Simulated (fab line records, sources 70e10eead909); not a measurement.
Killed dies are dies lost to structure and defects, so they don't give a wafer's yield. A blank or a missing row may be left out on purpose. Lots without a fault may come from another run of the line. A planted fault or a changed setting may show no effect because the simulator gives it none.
A struck lot beside a sound one | flow nand_harc | 15 steps out of a route of 1302
Sound: wafers L314.1, L314.2, L314.4. Struck: wafers L322.1, L322.3, L322.5. The cause comes at the end.
At each step with rows: each side's tool, then ch and its chambers, then its first start. Under that, the readings that differ: sound wafers | struck wafers | difference of the means | sigmas: that difference in standard deviations of wafers without a fault.
alike: readings whose means differ by less than 2 such deviations, and words and numbers that are the same on both sides. not compared: withheld readings, readings that some wafer has no value for, bounds like >300 that may hide the same value, and numbers for which the record gives no deviation and whose values overlap.
The two part at a step that has a row with sigmas, a row that says differs or no value, or rows on one side only. Numbers that don't overlap but have no deviation are shown without sigmas and don't part them. A reading that every wafer of one side lacks parts them only if that side has two wafers or more.

NHARC_A_CHANNEL_FILL_D2_ALD_03: deposits SiNx, target thk 6 nm, pulse time 60 s, ald cycles 58.
  sound on ald_sin_batch-03 ch 0; struck on ald_sin_batch-02 ch 0
  alike: precursor_pulse_height_rel
NHARC_A_CHANNEL_FILL_D2_ALD_14: deposits SiO2, target thk 2.5 nm, pulse time 10 s, ald cycles 25.
  sound on ald_hk-04 ch 0,1,3, day 15 00:32; struck on ald_hk-04 ch 0,3, day 18 01:11
  alike: heater_power_w, precursor_pulse_height_rel
NHARC_A_CHANNEL_FILL_D2_ALD_15: deposits SiNx, target thk 2 nm, pulse time 60 s, ald cycles 19.
  sound on ald_sin_batch-01 ch 0; struck on ald_sin_batch-02 ch 0
  alike: precursor_pulse_height_rel
NHARC_A_CHANNEL_FILL_D2_ALD_16: deposits SiO2, target thk 1.5 nm, pulse time 10 s, ald cycles 15.
  sound on ald_hk-01 ch 0,1,2, day 15 05:45; struck on ald_hk-04 ch 0,1, day 18 06:33
  alike: heater_power_w, precursor_pulse_height_rel
then, 4 steps without rows for these wafers: NHARC_A_CHANNEL_FILL_D2_ANNEAL_17 (time 1800 s); NHARC_A_CHANNEL_FILL_D2_CVD_18 (deposits poly-Si, target thk 3 nm); NHARC_A_CHANNEL_FILL_D2_ETCHBACK_19 (etches the open film in HBr/Cl2, target depth 5 nm, time 1.7 s); NHARC_A_CHANNEL_FILL_D2_ETCHBACK_20 (etches the open film in C4F8/O2/Ar, target depth 27 nm, time 13.5 s).
NHARC_A_CHANNEL_FILL_D2_STRIP_28: strips in O2, time 20 s.
  sound on rie_diel-13 ch 0,1,3, day 15 18:19; struck on rie_diel-11 ch 0,2, day 18 18:07
  alike: chamber_pressure_mTorr, drypump_motor_current_A, o2_flow_sccm, oes_product_au, rf_vpp_V, showerhead_plenum_p_Torr, throttle_valve_pct
  not compared: rf_hours_counter_h
then, 3 steps without rows for these wafers: NHARC_A_CHANNEL_FILL_D2_PRECLEAN_21 (cleans in dHF, time 30 s); NHARC_A_CHANNEL_FILL_D2_SRD_23; NHARC_A_CHANNEL_FILL_D2_CVD_05 (deposits poly-Si, target thk 5 nm).
NHARC_A_CHANNEL_FILL_D2_ANNEAL_22: time 7200 s.
  sound on furnace-07 ch 0, day 16 01:46; struck on furnace-07 ch 0, day 19 01:20
  reading                  | sound                | struck               | difference | sigmas
  spike_tc_bottom_C (C)    | 640.9 639.9 641.5    | 626.2 625.1 625.9    | -15.0      | -10
  spike_tc_centre_C (C)    | 621.6 622.2 620.6    | 603.8 605.1 604.6    | -17.0      | -17
  spike_tc_lower_C (C)     | 621.7 621.3 622.8    | 606.3 606.0 607.2    | -15.4      | -9
  spike_tc_top_C (C)       | 636.2 638.3 635.4    | 622.4 621.2 621.6    | -14.9      | -14
  spike_tc_upper_C (C)     | 621.1 618.9 618.9    | 602.1 605.3 604.8    | -15.6      | -16
  tube_center_temp_C (C)   | 620.06 620.02 619.94 | 604.01 603.92 604    | -16.03     | -99 or more
  tube_center_temp_C_max   | 621.57 621.45 621.31 | 605.62 605.16 605.32 | -16.08     | -67
  zone_power_upper_pct (%) | 8.33 8.56 8.50       | 8.02 8.12 8.06       | -0.40      | -2
NHARC_A_CHANNEL_FILL_D2_THK_MEAS_06: measures by ellipsometry.
  sound on film_metro-02, day 16 05:47; struck on film_metro-01, day 19 05:20
  alike: thk_nm
-- the record jumps here: 9 days lie between the struck wafers' starts before and after (it left off in module A_CHANNEL_FILL_D2 and takes up again in module END, whose first step shown is number 1302 of the route) --
NHARC_END_SORT_01:
  the record has rows for the struck wafers here (prober-01 ch 0, day 28 16:55) and none for the sound ones

WHERE THEY PART
First at NHARC_A_CHANNEL_FILL_D2_ANNEAL_22; last, within this record, at NHARC_END_SORT_01.

WHY: what the simulator had put in
Process parameter drift: furnace-07, from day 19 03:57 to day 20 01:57, at NHARC_A_CHANNEL_FILL_D2_ANNEAL_22. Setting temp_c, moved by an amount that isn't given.
